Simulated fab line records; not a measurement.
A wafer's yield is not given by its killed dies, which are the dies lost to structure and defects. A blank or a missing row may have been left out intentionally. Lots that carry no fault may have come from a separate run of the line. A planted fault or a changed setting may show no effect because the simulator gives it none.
A lot that was struck, set against a sound lot | flow n5-finfet | 13 out of 1938 route steps
Sound: these wafers, L240.1, L240.4, L240.5. Wafers L230.3, L230.4, L230.6 were the ones struck. The cause is given at the end.
For every step that has rows: the tool of each side, followed by ch and its chambers, followed by its first start. Under that, the readings that differ: sound wafers | struck wafers | difference of the means | sigmas: that difference in standard deviations of wafers without a fault.
alike: readings whose means differ by less than 2 such deviations, and words and numbers that are the same on both sides. not compared: withheld readings, readings that some wafer has no value for, bounds like >300 that may hide the same value, and numbers for which the record gives no deviation and whose values overlap.
The two part at a step that has a row with sigmas, a row that says differs or no value, or rows on one side only. Non-overlapping numbers with no deviation appear without sigmas and do not part them. A reading missing from all wafers of one side parts the sides only when that side holds two or more wafers.

first, 9 steps without rows for these wafers: N5_BEOL_M2_DEVELOP_27 (develop time 30 s); N5_BEOL_M2_DESCUM_33 (chemistry O2, time 7 s); N5_BEOL_M2_ETCH_77 (etches underlayer in N2/H2, target depth 6.5 nm, time 5.2 s); N5_BEOL_M2_ETCH_69 (etches SiARC in CF4, target depth 15.6 nm, time 26 s); N5_BEOL_M2_ALD_98 (deposits SiO2, target thk 2.5 nm, pulse time 1 s, co reactant pulse time 1 s); N5_BEOL_M2_ETCHBACK_99 (etches SiO2 in CHF3, target depth 5 nm, time 10.4 s); N5_BEOL_M2_ETCH_70 (etches SOC in N2/H2, target depth 80 nm, overetch 24 nm, time 130 s); N5_BEOL_M2_STRIP_71 (strips in N2/H2); N5_BEOL_M2_STRIP_78 (strips in N2/H2).
N5_BEOL_M2_VIA_ETCH_34: etches the open film in C4F6/O2, target depth 69.4 nm, time 65.9 s.
  sound on rie-diel-01 ch 1,2,3, day 13 19:39; struck on rie-diel-01 ch 0,3, day 11 11:22
  no value came back on the struck wafers for any of 7 readings (C4F6_flow_sccm (sccm), O2_flow_sccm (sccm) and others); on the sound wafers C4F6_flow_sccm (sccm) reads 10.02 9.98 9.98
  reading                                    | sound        | struck         | difference | sigmas
  model.SOC_of_BEOL_M2_COAT_67.thk-nm (nm)   | 51.6 51.8 52 | 59.4 59.6 59.6 | +7.7       |
  model.SiARC_of_BEOL_M2_COAT_68.thk-nm (nm) | 0 0 0        | 6.2 6.2 5.8    | +6.1       |
  not compared: rf-hours-counter-h
then, 1 step without rows for these wafers: N5_BEOL_M2_STRIP_83 (strips in C4F6/O2).
N5_BEOL_M4_RC_MEAS_101:
  the record has rows for the sound wafers here (prober-02 ch 0, day 15 13:25) and none for the struck ones
-- record jumps: 6 days separate the struck wafers' starts on either side; left off in module BEOL_M4, taken up again in module PASSIVATION, whose first shown step is the route's number 1936 --
N5_PASSIVATION_PROBE_49:
  record: rows for the struck wafers here (prober-01, day 17 08:28), none for the sound ones

== WHERE THEY PART ==
Earliest at N5_BEOL_M2_VIA_ETCH_34; latest, in this record, at N5_PASSIVATION_PROBE_49.

WHY: what the simulator had put in
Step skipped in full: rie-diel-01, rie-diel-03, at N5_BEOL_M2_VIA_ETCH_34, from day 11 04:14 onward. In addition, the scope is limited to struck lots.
